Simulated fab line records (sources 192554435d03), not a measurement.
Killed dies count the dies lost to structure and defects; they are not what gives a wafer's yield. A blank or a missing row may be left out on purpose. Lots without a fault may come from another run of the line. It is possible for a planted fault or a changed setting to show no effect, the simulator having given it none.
What tool caused it? | flow n5 finfet | Sampling: 24 lots, 72 wafers, 3 of 1938 route steps

WHAT THE GAUGES READ, wafer by wafer
N5_BEOL_M1_CD_MEAS_35: target cd 18 nm, target cd y 21 nm. Usual: cd nm reads 18.05 nm (standard deviation 0.29).
lot  | measured     | on        | cd nm (nm)        | flag
L074 | day 6 08:17  | cd sem-01 | 17.86 18.00 18.27 |
L075 | day 6 11:46  | cd sem-03 | 18.06 17.89 17.87 |
L076 | day 7 00:06  | cd sem-01 | 18.15 18.18 17.97 |
L077 | day 7 03:03  | cd sem-02 | 18.16 17.93 18.34 |
L079 | day 7 10:57  | cd sem-02 | 18.21 18.15 17.90 |
L078 | day 7 15:19  | cd sem-02 | 17.56 18.42 18.09 |
L080 | day 7 20:14  | cd sem-03 | 18.27 17.97 17.95 |
L081 | day 8 01:19  | cd sem-02 | 18.07 17.91 18.14 |
L082 | day 8 15:34  | cd sem-03 | 17.85 17.82 17.35 |
L083 | day 8 22:55  | cd sem-03 | 18.43 17.56 18.07 |
L084 | day 9 02:56  | cd sem-02 | 18.15 17.96 18.25 |
L085 | day 9 12:32  | cd sem-01 | 18.47 18.13 18.41 |
L086 | day 9 13:00  | cd sem-02 | 17.54 17.71 17.81 |
L088 | day 9 21:01  | cd sem-02 | 18.54 18.61 18.43 |
L087 | day 9 20:55  | cd sem-02 | 17.96 18.16 17.50 |
L090 | day 10 07:28 | cd sem-01 | 18.30 18.01 18.05 |
L089 | day 10 10:10 | cd sem-01 | 17.68 18.10 18.14 |
L091 | day 10 14:40 | cd sem-02 | 17.49 18.31 17.77 |
L092 | day 10 17:50 | cd sem-02 | 18.47 17.88 17.85 |
L093 | day 11 07:31 | cd sem-02 | 18.03 17.99 18.12 |
L094 | day 11 07:31 | cd sem-01 | 18.45 18.15 17.96 |
L095 | day 12 00:46 | cd sem-03 | 18.66 17.94 17.80 |
L096 | day 12 00:48 | cd sem-01 | 18.27 17.75 17.56 |
L097 | day 12 05:20 | cd sem-02 | 18.19 18.32 18.58 |

EACH LOT AND THE TOOL THAT RAN IT (in order: tool; ch and the chambers of the sampled wafers; start)
lot  | N5_BEOL_M1_ETCH_77                 | N5_BEOL_M1_ETCH_41
L074 | rie diel-04 ch 0,1,3, day 6 04:45  | rie diel-01 ch 0,3, day 6 08:17 or earlier
L075 | rie diel-01 ch 1,3, day 6 09:20    | rie diel-04 ch 0,1, day 6 11:46 or earlier
L076 | rie diel-03 ch 0,2, day 6 18:42    | rie diel-03 ch 0,2, day 7 00:06 or earlier
L077 | rie diel-01 ch 1,2, day 6 22:22    | rie diel-01 ch 0,2,3, day 7 03:03 or earlier
L079 | rie diel-01 ch 2,3, day 7 09:52    | rie diel-03 ch 2,3, day 7 10:57 or earlier
L078 | rie diel-03 ch 0,1,3, day 7 13:17  | rie diel-01 ch 2,3, day 7 15:19 or earlier
L080 | rie diel-01 ch 0,2,3, day 7 17:23  | rie diel-01 ch 1,3, day 7 20:14 or earlier
L081 | rie diel-04 ch 2,3, day 7 19:31    | rie diel-01 ch 1,3, day 8 01:19 or earlier
L082 | rie diel-01 ch 0,1, day 8 11:32    | rie diel-01 ch 1,3, day 8 15:34 or earlier
L083 | rie diel-04 ch 0,1, day 8 21:10    | rie diel-01 ch 0,1,3, day 8 22:55 or earlier
L084 | rie diel-03 ch 0,2, day 8 21:25    | rie diel-03 ch 0,1,2, day 9 02:56 or earlier
L085 | rie diel-01 ch 0,3, day 9 08:12    | rie diel-01 ch 0,2, day 9 12:32 or earlier
L086 | rie diel-04 ch 0,1,3, day 9 11:52  | rie diel-03 ch 1,2,3, day 9 13:00 or earlier
L088 | rie diel-03 ch 1,2,3, day 9 19:14  | rie diel-03 ch 1,2,3, day 9 21:01 or earlier
L087 | rie diel-04 ch 1,2,3, day 9 19:28  | rie diel-01 ch 2,3, day 9 20:55 or earlier
L090 | rie diel-03 ch 0,2,3, day 10 05:46 | rie diel-04 ch 0,1,2, day 10 07:28 or earlier
L089 | rie diel-03 ch 2,3, day 10 05:53   | rie diel-04 ch 0,2,3, day 10 10:10 or earlier
L091 | rie diel-01 ch 2,3, day 10 11:29   | rie diel-04 ch 0,1,2, day 10 14:40 or earlier
L092 | rie diel-03 ch 0,1,3, day 10 13:35 | rie diel-01 ch 1,2,3, day 10 17:50 or earlier
L093 | rie diel-04 ch 0,2, day 11 04:31   | rie diel-01 ch 0,1,3, day 11 07:31 or earlier
L094 | rie diel-01 ch 1,2,3, day 11 05:13 | rie diel-03 ch 0,1,3, day 11 07:31 or earlier
L095 | rie diel-03 ch 0,1,3, day 11 17:40 | rie diel-01 ch 0,1,3, day 12 00:46 or earlier
L096 | rie diel-03 ch 0,3, day 11 22:54   | rie diel-03 ch 0,2, day 12 00:48 or earlier
L097 | rie diel-01 ch 0,2,3, day 12 02:31 | rie diel-03 ch 0,1,2, day 12 05:20 or earlier
- N5_BEOL_M1_ETCH_77: etches underlayer in N2/H2, target depth 6.5 nm, time 5.2 s.
- N5_BEOL_M1_ETCH_41: etches SiCN in CH3F/O2, target depth 31.9 nm, time 57.8 s.

WHAT THE TOOLS THEMSELVES READ (means of the sampled wafers that have a number; where no wafer has one, the mark that the record gives instead)
N5_BEOL_M1_ETCH_77. Usual: drypump motor current A 5.9 A, standard deviation 0.58; etch rf on time s 5.17 s, standard deviation 0.07; oes product au 0.67 a.u., standard deviation 0.085; rf vpp V 524.3 V, standard deviation 2.9; showerhead plenum p Torr 2.56 Torr, standard deviation 0.1; throttle valve pct 17.81 %, standard deviation 0.24.
lot  | tool        | drypump motor current A (A) | etch rf on time s (s) | oes product au (a.u.) | rf vpp V (V) | showerhead plenum p Torr (Torr) | throttle valve pct (%) | flag
L074 | rie diel-04 | 5.8                         | 5.24                  | 0.63                  | 524.9        | 2.56                            | 17.88                  |
L075 | rie diel-01 | 5.7                         | 5.18                  | 0.65                  | 524.8        | 2.51                            | 17.82                  |
L076 | rie diel-03 | 5.2                         | 5.19                  | 0.63                  | 522.1        | 2.47                            | 17.79                  |
L077 | rie diel-01 | 5.3                         | 5.29                  | 0.57                  | 524.7        | 2.57                            | 18.22                  |
L079 | rie diel-01 | 6.3                         | 5.09                  | 0.64                  | 521.5        | 2.47                            | 17.84                  |
L078 | rie diel-03 | 5.9                         | 5.16                  | 0.70                  | 526.2        | 2.60                            | 17.67                  |
L080 | rie diel-01 | 6.2                         | 5.17                  | 0.69                  | 524.1        | 2.56                            | 17.81                  |
L081 | rie diel-04 | 6.3                         | 5.24                  | 0.59                  | 522.6        | 2.48                            | 17.90                  |
L082 | rie diel-01 | 5.1                         | 5.13                  | 0.82                  | 527.0        | 2.64                            | 17.69                  |
L083 | rie diel-04 | 5.4                         | 5.18                  | 0.70                  | 525.9        | 2.63                            | 17.93                  |
L084 | rie diel-03 | 5.2                         | 5.19                  | 0.63                  | 522.9        | 2.46                            | 17.80                  |
L085 | rie diel-01 | 6.1                         | 5.15                  | 0.69                  | 523.6        | 2.53                            | 17.63                  |
L086 | rie diel-04 | 5.9                         | 5.22                  | 0.67                  | 523.7        | 2.55                            | 17.80                  |
L088 | rie diel-03 | 6.0                         | 5.18                  | 0.67                  | 526.6        | 2.62                            | 17.83                  |
L087 | rie diel-04 | 6.1                         | 5.14                  | 0.66                  | 522.8        | 2.50                            | 17.80                  |
L090 | rie diel-03 | 5.7                         | 5.20                  | 0.66                  | 525.1        | 2.55                            | 17.76                  |
L089 | rie diel-03 | 6.1                         | 5.13                  | 0.71                  | 525.4        | 2.64                            | 17.71                  |
L091 | rie diel-01 | 6.4                         | 5.11                  | 0.70                  | 521.6        | 2.47                            | 17.74                  |
L092 | rie diel-03 | 5.9                         | 5.17                  | 0.66                  | 524.1        | 2.59                            | 17.70                  |
L093 | rie diel-04 | 5.6                         | 5.24                  | 0.62                  | 525.7        | 2.59                            | 18.11                  |
L094 | rie diel-01 | 5.8                         | 5.09                  | 0.74                  | 522.7        | 2.51                            | 17.79                  |
L095 | rie diel-03 | 5.9                         | 5.21                  | 0.65                  | 526.0        | 2.59                            | 17.71                  |
L096 | rie diel-03 | 6.0                         | 5.17                  | 0.69                  | 524.1        | 2.60                            | 17.58                  |
L097 | rie diel-01 | 6.2                         | 5.03                  | 0.73                  | 523.8        | 2.54                            | 17.71                  |

N5_BEOL_M1_ETCH_41. Usual: drypump motor current A 5.8 A, standard deviation 0.62; mfc ar sccm 150.0 sccm, standard deviation 0.41; oes product au 0.82 a.u., standard deviation 0.11; rf vpp V 297.7 V, standard deviation 1.9; showerhead plenum p Torr 2.02 Torr, standard deviation 0.081; throttle valve pct 16.25 %, standard deviation 0.21.
lot  | tool        | drypump motor current A (A) | mfc ar sccm (sccm) | oes product au (a.u.) | rf vpp V (V) | showerhead plenum p Torr (Torr) | throttle valve pct (%) | flag
L074 | rie diel-01 | 6.0                         | 150.3              | 0.93                  | 298.6        | 2.07                            | 16.00                  |
L075 | rie diel-04 | 5.4                         | 149.9              | 0.71                  | 298.7        | 2.07                            | 16.58                  |
L076 | rie diel-03 | 5.2                         | 150.4              | 0.74                  | 297.1        | 1.95                            | 16.26                  |
L077 | rie diel-01 | 6.2                         | 150.0              | 0.82                  | 298.5        | 2.01                            | 16.25                  |
L079 | rie diel-03 | 6.1                         | 149.6              | 0.89                  | 298.9        | 2.09                            | 16.10                  |
L078 | rie diel-01 | 6.4                         | 150.2              | 0.71                  | 296.7        | 1.96                            | 16.51                  |
L080 | rie diel-01 | 5.2                         | 150.0              | 0.92                  | 297.3        | 2.01                            | 16.18                  |
L081 | rie diel-01 | 5.2                         | 150.0              | 0.92                  | 297.5        | 2.01                            | 16.19                  |
L082 | rie diel-01 | 5.7                         | 149.5              | 0.84                  | 296.5        | 1.97                            | 16.15                  |
L083 | rie diel-01 | 5.6                         | 149.7              | 0.89                  | 297.9        | 2.03                            | 16.13                  |
L084 | rie diel-03 | 5.5                         | 150.3              | 0.73                  | 296.6        | 1.99                            | 16.35                  |
L085 | rie diel-01 | 6.1                         | 150.2              | 0.95                  | 298.6        | 2.07                            | 16.10                  |
L086 | rie diel-03 | 6.0                         | 150.0              | 0.79                  | 298.9        | 2.07                            | 16.28                  |
L088 | rie diel-03 | 6.0                         | 149.9              | 0.79                  | 298.8        | 2.07                            | 16.29                  |
L087 | rie diel-01 | 6.5                         | 150.2              | 0.90                  | 296.3        | 1.96                            | 16.21                  |
L090 | rie diel-04 | 5.6                         | 150.2              | 0.79                  | 298.0        | 2.03                            | 16.42                  |
L089 | rie diel-04 | 6.0                         | 150.1              | 0.71                  | 296.9        | 1.98                            | 16.43                  |
L091 | rie diel-04 | 5.6                         | 150.4              | 0.79                  | 297.8        | 2.03                            | 16.43                  |
L092 | rie diel-01 | 5.8                         | 150.2              | 0.88                  | 297.0        | 1.98                            | 16.21                  |
L093 | rie diel-01 | 5.6                         | 149.9              | 0.86                  | 298.2        | 2.03                            | 16.17                  |
L094 | rie diel-03 | 5.9                         | 150.2              | 0.76                  | 298.9        | 2.04                            | 16.22                  |
L095 | rie diel-01 | 5.6                         | 150.3              | 0.85                  | 298.3        | 2.03                            | 16.16                  |
L096 | rie diel-03 | 5.2                         | 149.9              | 0.71                  | 295.6        | 1.93                            | 16.33                  |
L097 | rie diel-03 | 5.6                         | 150.3              | 0.71                  | 296.8        | 1.99                            | 16.40                  |

THE ANSWER, worked out from the rows above alone
Rule: a lot counts as off when the mean over its wafers that have a number is more than 3 standard deviations away from the usual mean. Also off: a lot with no number at a reading for which 4 or more lots have one. All remaining lots with rows at the step are treated as sound. First the gauges in route order, then the tools' own readings, where a lot's mean is used as printed above. The first step at which some lot is off is used, and at that step the reading that is off furthest; a lot without a number counts as furthest.
No lot is off at any reading shown: from this, nothing can be told.

WHAT THE SIMULATOR PUT IN
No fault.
